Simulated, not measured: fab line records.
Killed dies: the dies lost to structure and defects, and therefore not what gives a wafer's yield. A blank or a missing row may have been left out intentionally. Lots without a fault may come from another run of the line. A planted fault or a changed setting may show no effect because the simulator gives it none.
The same fault as seen by 3 desks ; flow n5-finfet ; numbers are kept per desk, each desk with only its own; the story behind them comes last

== AT THE METROLOGY DESK ==
What the gauges read for every lot (on any tool): the sampled wafers with a number, averaged. If a lot's mean is further than 4 standard deviations from the usual mean, the lot is out of limits and carries the mark OUT (the distance appears in the brackets).
Columns: A = cd-nm at N5_PASSIVATION_CD_MEAS_44, usual 39999 nm; B = PASS_OPEN_OVL at N5_PASSIVATION_OVL_MEAS_66, usual 1 nm
lot;first seen here;A;B
L731;day 13 08:13;40000;2
L733;day 13 11:38;39994;4
L743;day 16 10:30;40000;0
L744;day 16 13:43;39996;2
L745;day 16 20:50;40001;-1
L747;day 17 06:14;39997;-3
L748;day 17 17:51;39993;2
This desk's verdict: no lot among the 7 shows anything out of limits.

== THE DEFECT DESK ==
For each lot, the counts of the inspections along the route, averaged over the sampled wafers that have a number. If a lot's mean is further than 4 standard deviations from the usual mean, the lot is out of limits and carries the mark OUT (the distance appears in the brackets).
Columns: A = raw-defect-count at N5_PASSIVATION_INSPECT_67, usual 1.9
lot;first seen here;A
L731;day 13 08:17;2.0
L733;day 13 11:41;1.7
L743;day 16 10:34;1.3
L744;day 16 13:46;1.0
L745;day 16 20:53;4.0
L747;day 17 06:17;0.7
L748;day 17 17:54;2.3
This desk's verdict: no lot among the 7 shows anything out of limits.

== THE TOOL OWNER'S DESK: rie-diel-06 ==
The tool's own readings at N5_PASSIVATION_PASS_ETCH_47 (etches SiNx in CF4/O2, target depth 770 nm, time 385 s): means of the sampled wafers that have a number, for each lot that ran on this tool. If a lot's mean is further than 4 standard deviations from the usual mean, the lot is out of limits and carries the mark OUT (the distance appears in the brackets).
Columns: A = drypump-motor-current-A at N5_PASSIVATION_PASS_ETCH_47, usual 5.5 A; B = oes-product-au at N5_PASSIVATION_PASS_ETCH_47, usual 0.78 a.u.; C = rf-vpp-V at N5_PASSIVATION_PASS_ETCH_47, usual 238 V; D = showerhead-plenum-p-Torr at N5_PASSIVATION_PASS_ETCH_47, usual 2.21 Torr; E = throttle-valve-pct at N5_PASSIVATION_PASS_ETCH_47, usual 15.97 %
lot;first seen here;A;B;C;D;E
L733;day 13 12:08;5.0;0.77;234;2.20;15.96
L743;day 16 10:41;5.4;0.72;244;2.23;16.17
L744;day 16 13:50;4.9;0.81;239;2.32;15.82
L745;day 16 20:57;5.3;0.81;239;2.22;15.96
This desk's verdict: no lot among the 4 shows anything out of limits.

== TAKEN TOGETHER ==
At the metrology desk, nothing out of limits was observed.
Nothing the defect desk looked at was out of limits.
The tool owner's desk saw nothing out of limits.

== WHAT THE SIMULATOR HAD PUT IN ==
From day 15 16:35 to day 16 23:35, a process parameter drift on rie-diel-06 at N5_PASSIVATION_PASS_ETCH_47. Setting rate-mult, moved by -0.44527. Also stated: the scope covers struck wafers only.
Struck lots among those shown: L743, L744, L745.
